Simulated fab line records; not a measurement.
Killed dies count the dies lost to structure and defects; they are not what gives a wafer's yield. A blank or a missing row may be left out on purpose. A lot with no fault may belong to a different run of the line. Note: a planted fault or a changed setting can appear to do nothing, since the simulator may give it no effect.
fab line records	flow n5-finfet
record: lots: 7	wafers: 21	last-day: 17
route steps=1938 shown MIM_BOT_LITHO@1856 MIM_BOT_ETCH@1866 PASSIVATION@1936
lots with no fault: from the same line, run without faults
start-h: hours from the record's opening day to when the first of the lot's shown wafers began	wait-h: time in hours since the lot's previous step	" as in the row above	L1.1+2: a single row standing in for several wafers	- value missing, or start not given	* or withheld: withheld	< > ~ a bound
route shown NAME@n: names a module that has steps shown in the file, with the first one's number in the route	usual: mean/standard deviation taken from wafers without a fault	same: alike in all rows	chamber/n: place in a boat	sites: each site's reading	_std_site: the standard deviation of these	_edge_site: inner sites' mean taken away from outer sites' mean	radius-mm: how far each site lies from the wafer's centre	mask NAME#n: copy n	behind: tool/chamber where the wafer was last shaped	hold: why the lot was held/for how many hours/how that ended	device: the transistor (n, p or np) that didn't switch	end of line: the tests these same wafers got at the end of their route	a step with no rows: only its recipe	killed: dies lost to structure and defects at the first sort, not the wafer's yield	map: dies across one wafer; x = killed, . = not, _ = none there
set.NAME: the setting the step ran with; set.NAME@STEP: the setting that earlier step ran with	model.NAME: the simulator's own value behind a step, which no gauge read
lots seen at some steps along the route; tables by step, rows by wafer
services: from which hour (start-h, from the record's first day; less than 0 if before it) a tool's chamber was out of use, for how many hours, and why
== steps ==
step: N5_MIM_BOT_LITHO_EBR_04
recipe: solvent: PGMEA	ebr-width-mm: 1.5
step: N5_MIM_BOT_LITHO_SOFTBAKE_03
recipe: temp-c: 100	time-s: 90
step: N5_MIM_BOT_LITHO_EXPOSE_05
recipe: mask-id: MIM_BOT	na: 0.55	source-shape: conventional	sigma-outer: 0.8	polarization: unpolarized	dose-mj: 24.25
step: N5_MIM_BOT_LITHO_PEB_06
recipe: peb-temp-c: withheld	peb-time-s: *
step: N5_MIM_BOT_LITHO_DEVELOP_07
recipe: develop-time-s: 60	rinse-liquid: diw	dry: air-spin	dev-temp-c: 21
step: N5_MIM_BOT_LITHO_HARDBAKE_09
recipe: temp-c: 130	time-s: 120
step: N5_MIM_BOT_LITHO_CD_MEAS_08
recipe: target-cd-nm: 3000	landing-energy-ev: 500	detector: se-inlens	polarity: opening
usual: cd-nm: 2998.5/2.3
lot.wafer	tool	chamber	start-h	wait-h	cd-nm
L696.1	cd-sem-03	0	279.91	-	2998.6
L696.3	"	0	"	"	3001.8
L696.6	"	0	"	"	2993.4
L710.3	cd-sem-03	0	342.18	-	2997.0
L710.4	"	0	"	"	2999.3
L710.6	"	0	"	"	2992.8
L711.2	cd-sem-01	0	362.94	-	3000.7
L711.3	"	0	"	"	2998.6
L711.5	"	0	"	"	3000.3
L712.4	cd-sem-03	0	367.19	-	2997.5
L712.5	"	0	"	"	3001.8
L712.6	"	0	"	"	2995.9
L713.2	cd-sem-03	0	378.64	-	2999.2
L713.4	"	0	"	"	2995.5
L713.5	"	0	"	"	3000.8
L716.3	cd-sem-02	0	389.05	-	2998.5
L716.4	"	0	"	"	3000.4
L716.6	"	0	"	"	2994.6
L715.1	cd-sem-02	0	396.24	-	2999.9
L715.2	"	0	"	"	3003.4
L715.6	"	0	"	"	2998.9
step: N5_MIM_BOT_LITHO_OVL_MEAS_11
recipe: points-per-wafer: 44
usual: MIM_BOT_OVL: -2/5.1
lot.wafer	tool	chamber	start-h	wait-h	MIM_BOT_OVL[nm]
L696.1	overlay-01	0	279.95	0.0	-5
L696.3	"	0	"	"	-5
L696.6	"	0	"	"	-9
L710.3	overlay-01	0	342.21	0.0	-2
L710.4	"	0	"	"	4
L710.6	"	0	"	"	-1
L711.2	overlay-02	0	362.97	0.0	2
L711.3	"	0	"	"	-4
L711.5	"	0	"	"	0
L712.4	overlay-01	0	367.22	0.0	4
L712.5	"	0	"	"	-1
L712.6	"	0	"	"	-9
L713.2	overlay-02	0	378.67	0.0	-1
L713.4	"	0	"	"	-5
L713.5	"	0	"	"	-1
L716.3	overlay-01	0	389.08	0.0	6
L716.4	"	0	"	"	-1
L716.6	"	0	"	"	8
L715.1	overlay-02	0	396.27	0.0	3
L715.2	"	0	"	"	-11
L715.6	"	0	"	"	-1
step: N5_MIM_BOT_LITHO_INSPECT_12
recipe: mode: adi	inspect-instrument: macro
usual: raw-defect-count: 2.1/1.4
lot.wafer	tool	chamber	start-h	wait-h	raw-defect-count
L696.1	defect-inspect-01	-	279.97	0.0	3
L696.3	"	-	"	"	3
L696.6	"	-	"	"	2
L710.3	defect-inspect-01	-	342.23	0.0	3
L710.4	"	-	"	"	0
L710.6	"	-	"	"	3
L711.2	defect-inspect-02	-	362.99	0.0	3
L711.3	"	-	"	"	3
L711.5	"	-	"	"	4
L712.4	defect-inspect-02	-	367.24	0.0	0
L712.5	"	-	"	"	3
L712.6	"	-	"	"	2
L713.2	defect-inspect-02	-	378.70	0.0	3
L713.4	"	-	"	"	0
L713.5	"	-	"	"	3
L716.3	defect-inspect-01	-	389.10	0.0	1
L716.4	"	-	"	"	2
L716.6	"	-	"	"	2
L715.1	defect-inspect-01	-	396.29	0.0	2
L715.2	"	-	"	"	4
L715.6	"	-	"	"	3
step: N5_MIM_BOT_LITHO_DESCUM_10
recipe: chemistry: O2	time-s: 7.9	source-power-w: 50	bias-power-w: 20	pressure-mtorr: 20	rf-frequency-hz: 2.712e+07	temp-c: 40	o2-flow-sccm: 225
usual: drypump-motor-current-A: 5.9/0.52	oes-product-au: 0.81/0.078	rf-vpp-V: 243.5/1.3	showerhead-plenum-p-Torr: 2.12/0.061	throttle-valve-pct: 20.4/0.35
lot.wafer	tool	chamber	start-h	wait-h	drypump-motor-current-A	oes-product-au	rf-hours-counter-h	rf-vpp-V	showerhead-plenum-p-Torr	throttle-valve-pct
L696.1	rie-diel-04	3	280.00	0.0	6.3	0.79	113	243.1	2.12	20.3
L696.3	"	2	"	"	6.2	0.78	125	245.1	2.21	20.6
L696.6	"	0	"	"	4.9	0.81	-	242.8	2.06	21.0
L710.3	rie-diel-06	3	342.26	0.0	5.0	0.71	232	243.7	2.13	20.3
L710.4	"	2	"	"	5.9	0.86	-	241.6	2.02	20.1
L710.6	"	1	"	"	6.5	0.79	-	245.7	2.18	20.3
L711.2	rie-diel-06	3	363.03	0.0	5.1	0.70	242	242.8	2.13	20.4
L711.3	"	1	"	"	6.5	0.76	117	244.7	2.18	20.3
L711.5	"	1	"	"	6.4	0.76	-	244.8	2.18	20.3
L712.4	rie-diel-04	3	367.28	0.0	6.2	0.76	145	245.1	2.11	20.3
L712.5	"	3	"	"	6.3	0.76	-	243.6	2.11	20.3
L712.6	"	2	"	"	6.3	0.74	-	244.5	2.20	20.6
L713.2	rie-diel-06	2	379.28	0.6	5.9	0.84	71	242.2	2.02	20.1
L713.4	"	0	"	"	6.4	0.97	3	245.0	2.15	20.4
L713.5	"	0	"	"	6.4	0.96	-	244.7	2.15	20.4
L716.3	rie-diel-05	2	389.50	0.4	5.4	0.76	151	241.9	1.99	20.1
L716.4	"	0	"	"	6.2	0.77	115	244.6	2.20	20.2
L716.6	"	2	"	"	5.4	0.75	-	240.9	1.99	20.1
L715.1	rie-diel-06	1	396.33	0.0	6.5	0.75	135	244.1	2.17	20.3
L715.2	"	0	"	"	6.4	0.92	13	243.3	2.15	20.4
L715.6	"	2	"	"	5.9	0.82	-	242.7	2.02	20.1
step: N5_MIM_BOT_ETCH_ETCH_04
recipe: chemistry: CF4/O2	target: SiNx	target-depth-a: 260	time-s: 13	ion-energy-ev: 100	pressure-mtorr: 40	source-w: 535	bias-w: 49	Ar_flow_sccm: 100	cf4-flow-sccm: 100	O2_flow_sccm: 10
usual: drypump-motor-current-A: 5.9/0.52	mfc-ar-sccm: 100.0/0.31	oes_o_777_au: 0.81/0.072	oes-product-au: 0.81/0.072	rf-vpp-V: 241/4.6	showerhead-plenum-p-Torr: 2.23/0.058	throttle-valve-pct: 15.91/0.24
lot.wafer	tool	chamber	start-h	wait-h	drypump-motor-current-A	mfc-ar-sccm	oes_o_777_au	oes-product-au	rf-hours-counter-h	rf-vpp-V	showerhead-plenum-p-Torr	throttle-valve-pct
L696.1	rie-diel-04	3	280.07	0.0	6.2	100.4	0.82	0.80	113	242	2.21	15.74
L696.3	"	2	"	"	6.3	99.8	0.81	0.79	125	240	2.30	16.05
L696.6	"	0	"	"	5.0	99.9	0.90	0.83	-	240	2.14	16.17
L710.3	rie-diel-06	3	342.33	0.0	5.0	100.0	0.70	0.71	232	243	2.25	15.94
L710.4	"	2	"	"	5.9	100.3	0.81	0.84	-	239	2.17	15.83
L710.6	"	1	"	"	6.5	99.4	0.76	0.80	-	236	2.31	15.95
L711.2	rie-diel-06	3	363.09	0.0	5.0	99.5	0.69	0.70	242	243	2.24	15.95
L711.3	"	1	"	"	6.5	100.0	0.75	0.78	117	236	2.30	15.97
L711.5	"	1	"	"	6.4	99.3	0.75	0.78	-	235	2.30	15.96
L712.4	rie-diel-04	3	367.34	0.0	6.3	100.1	0.78	0.77	145	241	2.20	15.82
L712.5	"	3	"	"	6.3	100.2	0.79	0.76	-	242	2.20	15.81
L712.6	"	2	"	"	6.3	99.9	0.78	0.74	-	240	2.29	16.13
L713.2	rie-diel-06	2	379.35	0.0	5.9	100.3	0.79	0.82	71	241	2.17	15.85
L713.4	"	0	"	"	6.3	100.2	0.97	0.96	3	253	2.25	15.79
L713.5	"	0	"	"	6.3	99.9	0.97	0.96	-	255	2.25	15.81
L716.3	rie-diel-05	2	389.57	0.0	5.4	99.9	0.72	0.78	151	245	2.14	15.95
L716.4	"	0	"	"	6.2	100.4	0.79	0.79	115	238	2.30	15.79
L716.6	"	2	"	"	5.4	99.7	0.72	0.77	-	245	2.14	15.94
L715.1	rie-diel-06	1	396.39	0.0	6.5	100.3	0.74	0.76	135	235	2.30	16.00
L715.2	"	0	"	"	6.4	100.0	0.93	0.93	13	254	2.25	15.82
L715.6	"	2	"	"	5.9	99.6	0.78	0.82	-	240	2.16	15.88
step: N5_MIM_BOT_ETCH_ETCH_03
recipe: chemistry: Cl2/BCl3	target-depth-a: 120	pressure-mtorr: 8	icp-w: 800	bias-w: 100	Cl2_flow_sccm: 20	bcl3-flow-sccm: 80
usual: drypump-motor-current-A: 5.9/0.35	oes-product-au: 0.74/0.059	throttle-valve-pct: 27.5/0.39
lot.wafer	tool	chamber	start-h	wait-h	drypump-motor-current-A	oes-product-au	rf-hours-counter-h	throttle-valve-pct
L696.1	rie-metal-01	1	280.16	0.1	5.5	0.76	36	27.3
L696.3	"	0	"	"	5.7	0.66	-	27.8
L696.6	"	0	"	"	5.7	0.65	-	27.8
L710.3	rie-metal-02	0	342.45	0.1	5.8	0.81	-	27.3
L710.4	"	1	"	"	5.5	0.73	-	27.5
L710.6	"	1	"	"	5.5	0.74	-	27.5
L711.2	rie-metal-03	1	363.18	0.1	6.4	0.68	84	27.0
L711.3	"	0	"	"	6.2	0.76	-	28.0
L711.5	"	0	"	"	6.1	0.76	-	28.1
L712.4	rie-metal-03	1	367.46	0.1	6.4	0.68	-	27.0
L712.5	"	1	"	"	6.4	0.68	-	27.0
L712.6	"	0	"	"	6.2	0.75	-	28.0
L713.2	rie-metal-03	0	379.44	0.1	6.1	0.75	52	28.0
L713.4	"	0	"	"	6.2	0.74	-	28.1
L713.5	"	1	"	"	6.4	0.67	-	27.0
L716.3	rie-metal-03	0	389.69	0.1	6.2	0.74	-	28.1
L716.4	"	1	"	"	6.4	0.68	-	27.0
L716.6	"	0	"	"	6.1	0.75	-	28.0
L715.1	rie-metal-02	0	396.48	0.1	5.8	0.79	22	27.3
L715.2	"	1	"	"	5.5	0.73	71	27.5
L715.6	"	1	"	"	5.5	0.72	-	27.5
step: N5_MIM_BOT_ETCH_ETCH_00
recipe: chemistry: Cl2/BCl3	target: TiN	target-depth-a: 455	ion-energy-ev: 150	pressure-mtorr: 10	icp-w: 1000	bias-w: 126	Cl2_flow_sccm: 53.25	bcl3-flow-sccm: 21.75	Ar_flow_sccm: 25
usual: drypump-motor-current-A: 5.9/0.35	mfc-ar-sccm: 25.00/0.078	oes-product-au: 0.74/0.059	throttle-valve-pct: 21.9/0.38
lot.wafer	tool	chamber	start-h	wait-h	drypump-motor-current-A	mfc-ar-sccm	oes-product-au	rf-hours-counter-h	throttle-valve-pct	model.etch.depth-nm
L696.1	rie-metal-01	1	280.25	0.1	5.5	25.05	0.77	36	21.6	45.09
L696.3	"	0	"	"	5.7	25.00	0.65	-	22.2	47.07
L696.6	"	0	"	"	5.7	25.08	0.66	-	22.2	46.82
L710.3	rie-metal-02	0	342.55	0.1	5.8	24.89	0.81	-	21.8	43.22
L710.4	"	1	"	"	5.5	24.93	0.74	-	22.0	46.93
L710.6	"	1	"	"	5.5	24.97	0.74	-	22.0	47.04
L711.2	rie-metal-03	1	363.27	0.1	6.4	25.13	0.68	84	21.3	45.85
L711.3	"	0	"	"	6.1	24.92	0.75	-	22.4	43.9
L711.5	"	0	"	"	6.1	24.98	0.74	-	22.3	43.64
L712.4	rie-metal-03	1	367.56	0.1	6.4	25.15	0.62	-	21.4	39.78
L712.5	"	1	"	"	6.4	25.19	0.62	-	21.4	40.16
L712.6	"	0	"	"	6.2	24.95	0.69	-	22.5	38.43
L713.2	rie-metal-03	0	379.53	0.1	6.2	25.14	0.67	52	22.5	37.8
L713.4	"	0	"	"	6.2	25.03	0.67	-	22.5	37.86
L713.5	"	1	"	"	6.4	24.96	0.61	-	21.4	39.33
L716.3	rie-metal-03	0	389.79	0.1	6.2	25.12	0.68	-	22.5	37.61
L716.4	"	1	"	"	6.4	25.01	0.62	-	21.4	39.52
L716.6	"	0	"	"	6.1	24.94	0.68	-	22.5	37.86
L715.1	rie-metal-02	0	396.57	0.1	5.9	25.00	0.79	22	21.8	42.51
L715.2	"	1	"	"	5.5	25.00	0.73	71	22.0	46.3
L715.6	"	1	"	"	5.5	25.08	0.73	-	22.0	46.08
step: N5_MIM_BOT_ETCH_STRIP_01
recipe: chemistry: O2	power-w: 600	temp-c: 60	pressure-mtorr: 30	rf-frequency-hz: 6e+07	bias-power-w: 0	overash-fraction: 0.5	o2-flow-sccm: 225
usual: drypump-motor-current-A: 5.9/0.48	oes-product-au: 0.81/0.08	rf-vpp-V: 3.5/1.3	showerhead-plenum-p-Torr: 2.13/0.062	throttle-valve-pct: 16.6/0.35
lot.wafer	tool	chamber	start-h	wait-h	drypump-motor-current-A	oes-product-au	rf-hours-counter-h	rf-vpp-V	showerhead-plenum-p-Torr	throttle-valve-pct
L696.1	rie-diel-04	2	280.39	0.1	6.3	0.77	125	4.7	2.22	16.9
L696.3	"	1	"	"	5.8	0.97	8	3.7	2.13	16.2
L696.6	"	1	"	"	5.8	0.96	-	3.1	2.13	16.1
L710.3	rie-diel-04	3	342.65	0.1	6.3	0.78	136	2.7	2.12	16.6
L710.4	"	0	"	"	5.0	0.81	103	2.6	2.06	17.1
L710.6	"	2	"	"	6.3	0.76	-	3.1	2.21	16.9
L711.2	rie-diel-04	1	363.41	0.1	5.8	0.89	39	6.1	2.12	16.2
L711.3	"	3	"	"	6.2	0.77	143	3.0	2.12	16.6
L711.5	"	0	"	"	5.0	0.79	-	6.3	2.06	17.1
L712.4	rie-diel-06	3	367.68	0.1	5.0	0.71	-	4.3	2.13	16.6
L712.5	"	1	"	"	6.5	0.75	-	3.1	2.18	16.6
L712.6	"	2	"	"	5.9	0.88	-	2.7	2.02	16.3
L713.2	rie-diel-06	3	379.67	0.1	5.0	0.69	250	1.4	2.13	16.6
L713.4	"	1	"	"	6.4	0.77	125	2.9	2.18	16.6
L713.5	"	1	"	"	6.5	0.77	-	5.9	2.18	16.6
L716.3	rie-diel-05	3	390.00	0.2	5.9	0.88	25	3.0	2.14	16.1
L716.4	"	1	"	"	5.8	0.69	230	2.5	2.18	17.4
L716.6	"	1	"	"	5.8	0.68	-	3.8	2.18	17.4
L715.1	rie-diel-04	1	396.71	0.1	5.8	0.91	47	3.1	2.11	16.2
L715.2	"	2	"	"	6.3	0.73	163	3.8	2.20	16.9
L715.6	"	3	"	"	6.3	0.74	-	3.9	2.12	16.6
step: N5_PASSIVATION_PROBE_49
usual: defect-limited-yield: 91.3/1.4	killed_at_M0_to_M3: 33/9.9	killed_at_M4_up: 15/5.6	killed-at-contacts: 13/5.7	killed-at-front-end: 38/12	killed-at-other: 4/3.1	killed-dies: 103/17	killed-open: 66/13	killed-short: 32/7.8	sort_bin_5_function: 5.1/0.95	sort_bin_6_memory: 3.2/0.68	sort-n-pass: 1077/17	sort-yield-pct: 91.3/1.5
same: gross-dies: 1180	killed-at-back-side: 0	sort_bin_4_leakage[%]: 0	sort_bin_8_speed[%]: 0
lot.wafer	tool	chamber	start-h	wait-h	defect-limited-yield[%]	killed_at_M0_to_M3	killed_at_M4_up	killed-at-contacts	killed-at-front-end	killed-at-other	killed-dies	killed-open	killed-short	sort_bin_5_function[%]	sort_bin_6_memory[%]	sort-n-pass	sort-yield-pct[%]
L696.1	prober-02	-	288.23	0.0	90.0	37	18	26	36	1	118	75	40	5.9	3.7	1062	90.0
L696.3	prober-02	-	288.33	0.1	91.0	24	16	28	35	3	106	75	31	5.8	3.0	1074	91.0
L696.6	prober-02	-	288.48	0.3	90.3	22	20	17	54	2	115	68	45	5.2	4.2	1065	90.3
L711.2	prober-01	-	371.60	0.1	90.8	42	11	19	37	0	109	73	31	5.4	3.6	1071	90.8
L711.5	prober-01	-	371.75	0.2	92.3	22	13	17	35	4	91	62	29	4.4	3.1	1089	92.3
L713.2	prober-01	-	389.09	0.1	90.0	55	12	10	31	10	118	64	47	4.7	5.1	1062	90.0
L713.4	prober-01	-	389.19	0.2	89.4	34	31	11	44	5	125	83	37	6.0	4.2	1055	89.4
L713.5	prober-01	-	389.24	0.2	91.6	30	15	19	33	2	99	75	20	4.3	4.0	1081	91.6
L716.3	prober-02	-	400.05	0.1	89.9	29	12	21	40	17	119	71	42	5.7	3.7	1061	89.9
L716.4	prober-02	-	400.10	0.2	91.3	27	15	21	37	3	103	71	27	4.7	3.7	1077	91.3
L715.2	prober-01	-	408.19	0.1	91.9	24	16	5	44	6	95	57	35	5.2	2.5	1085	91.9
killed by level:class
L696.1 MOL_CONTACT_COAG:geometric-particle:open=21 BEOL_M1:geometric-particle:open=10 FIN_SAQP:geometric-particle:open=7 FIN_SAQP:geometric-particle:short=7 STI_FIN_REVEAL:geometric-particle:open=5 BEOL_M2:geometric-particle:short=5 BEOL_M0_SAQP:geometric-particle:open=5 BEOL_M2:geometric-particle:open=5
L696.3 MOL_CONTACT_COAG:geometric-particle:open=24 STI_FIN_REVEAL:geometric-particle:open=8 FIN_SAQP:geometric-particle:open=6 FIN_SAQP:geometric-particle:short=6 STI_FIN_REVEAL:geometric-particle:short=5 BEOL_M1:geometric-particle:short=5 BEOL_M1:geometric-particle:open=5 BEOL_M2:geometric-particle:open=5
L696.6 STI_FIN_REVEAL:geometric-particle:open=12 MOL_CONTACT_COAG:geometric-particle:open=12 FIN_SAQP:geometric-particle:short=11 FIN_SAQP:geometric-particle:open=10 BEOL_M0_SAQP:geometric-particle:short=10 BEOL_M4:geometric-particle:open=8 GATE_CUT:geometric-particle:short=6 MOL_CONTACT_COAG:geometric-particle:short=5
L711.2 FIN_SAQP:geometric-particle:open=12 BEOL_M3:geometric-particle:open=11 MOL_CONTACT_COAG:geometric-particle:short=10 BEOL_M0_SAQP:geometric-particle:open=9 MOL_CONTACT_COAG:geometric-particle:open=8 STI_FIN_REVEAL:geometric-particle:open=8 BEOL_M0_SAQP:geometric-particle:short=7 BEOL_M4:geometric-particle:open=4
L711.5 MOL_CONTACT_COAG:geometric-particle:open=12 FIN_SAQP:geometric-particle:open=7 STI_FIN_REVEAL:geometric-particle:open=6 MOL_CONTACT_COAG:geometric-particle:short=5 BEOL_M1:geometric-particle:open=5 BEOL_M3:geometric-particle:open=5 BEOL_M4:geometric-particle:open=5 STI_FIN_REVEAL:geometric-particle:short=3
L713.2 BEOL_M3:geometric-particle:open=16 BEOL_M0_SAQP:geometric-particle:short=8 BEOL_M0_SAQP:geometric-particle:open=8 BEOL_M2:geometric-particle:open=7 MOL_CONTACT_COAG:geometric-particle:open=6 GATE_CUT:geometric-particle:short=5 BEOL_M6:geometric-particle:open=5 STARTING-WAFER:geometric-particle:short=5
L713.4 BEOL_M4:geometric-particle:open=19 FIN_SAQP:geometric-particle:open=14 BEOL_M3:geometric-particle:open=10 MOL_CONTACT_COAG:geometric-particle:open=8 FIN_SAQP:geometric-particle:short=7 BEOL_M4:geometric-particle:short=7 BEOL_M1:geometric-particle:open=7 BEOL_M0_SAQP:geometric-particle:open=6
L713.5 MOL_CONTACT_COAG:geometric-particle:open=17 BEOL_M2:geometric-particle:open=13 BEOL_M4:geometric-particle:open=10 FIN_SAQP:geometric-particle:open=7 DUMMY_GATE:geometric-particle:open=5 ILD0:geometric-particle:short=5 BEOL_M0_SAQP:geometric-particle:open=5 GATE_CUT:geometric-particle:short=3
L716.3 MOL_CONTACT_COAG:geometric-particle:open=13 GATE_CUT:geometric-particle:short=8 BEOL_M0_SAQP:geometric-particle:short=8 MOL_CONTACT_COAG:geometric-particle:short=7 BEOL_M0_SAQP:geometric-particle:open=7 DUMMY_GATE:geometric-particle:open=6 FIN_SAQP:geometric-particle:short=5 STI_FIN_REVEAL:geometric-particle:open=5
L716.4 MOL_CONTACT_COAG:geometric-particle:open=18 FIN_SAQP:geometric-particle:open=10 STI_FIN_REVEAL:geometric-particle:open=10 BEOL_M0_SAQP:geometric-particle:short=8 BEOL_M0_SAQP:geometric-particle:open=8 BEOL_M4:geometric-particle:open=4 FIN_SAQP:geometric-particle:short=3 ILD0:geometric-particle:short=3
L715.2 DUMMY_GATE:geometric-particle:open=10 FIN_SAQP:geometric-particle:short=8 BEOL_M0_SAQP:geometric-particle:short=8 FIN_SAQP:geometric-particle:open=6 BEOL_M0_SAQP:geometric-particle:open=5 BEOL_M5:geometric-particle:short=4 MOL_CONTACT_COAG:geometric-particle:open=4 STARTING-WAFER:geometric-particle:open=4
== services ==
tool	chamber	start-h	hours	kind
rie-metal-01	1	259.54	2.0	repair
rie-diel-06	0	268.22	15.3	repair
rie-diel-06	2	293.88	4.3	repair
rie-diel-05	3	296.99	-	clean
rie-diel-05	3	296.99	-	consumable-replace:focus-ring
rie-diel-05	3	296.99	14.1	scheduled-down
rie-diel-05	3	296.99	14.1	vent-cycle
rie-diel-05	2	297.03	9.6	repair
rie-diel-06	2	304.45	10.4	repair
rie-metal-02	-	315.71	0.9	repair
rie-metal-01	0	333.53	-	clean
rie-metal-01	0	333.53	24.6	scheduled-down
rie-diel-06	0	336.64	-	clean
rie-diel-06	0	336.64	-	consumable-replace:focus-ring
rie-diel-06	0	336.64	35.3	scheduled-down
rie-diel-06	0	336.64	35.3	vent-cycle
rie-metal-03	-	363.58	2.8	pm
rie-metal-01	1	367.58	1.3	repair
rie-diel-05	3	369.28	14.3	repair
rie-diel-04	-	377.54	14.6	pm
rie-diel-06	3	380.27	-	clean
rie-diel-06	3	380.27	-	consumable-replace:focus-ring
rie-diel-06	3	380.27	17.9	scheduled-down
rie-diel-06	3	380.27	17.9	vent-cycle
== key ==
first-sign: step: N5_MIM_BOT_ETCH_ETCH_00	reading: oes-product-au	direction: down	sigmas: 1.5	usual: 0.74	struck: 0.65
effect none on later readings
model-effect: step: N5_MIM_BOT_ETCH_ETCH_00	value: etch.depth-nm	without: 44.93	struck: 38.71
met-at N5_MIM_BOT_ETCH_ETCH_00
struck-wafers L712.4,L712.5,L712.6,L713.2,L713.4,L713.5,L716.3,L716.4,L716.6
onset-between 363.27 367.56
also-fits N5_MIM_BOT_ETCH_ETCH_03:rie-metal-03
fault: kind: process-parameter-drift	tool: rie-metal-03	chamber: -	onset-h: 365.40	steps: N5_MIM_BOT_ETCH_ETCH_00	channel: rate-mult	offset: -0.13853	shape: step	end-h: 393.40
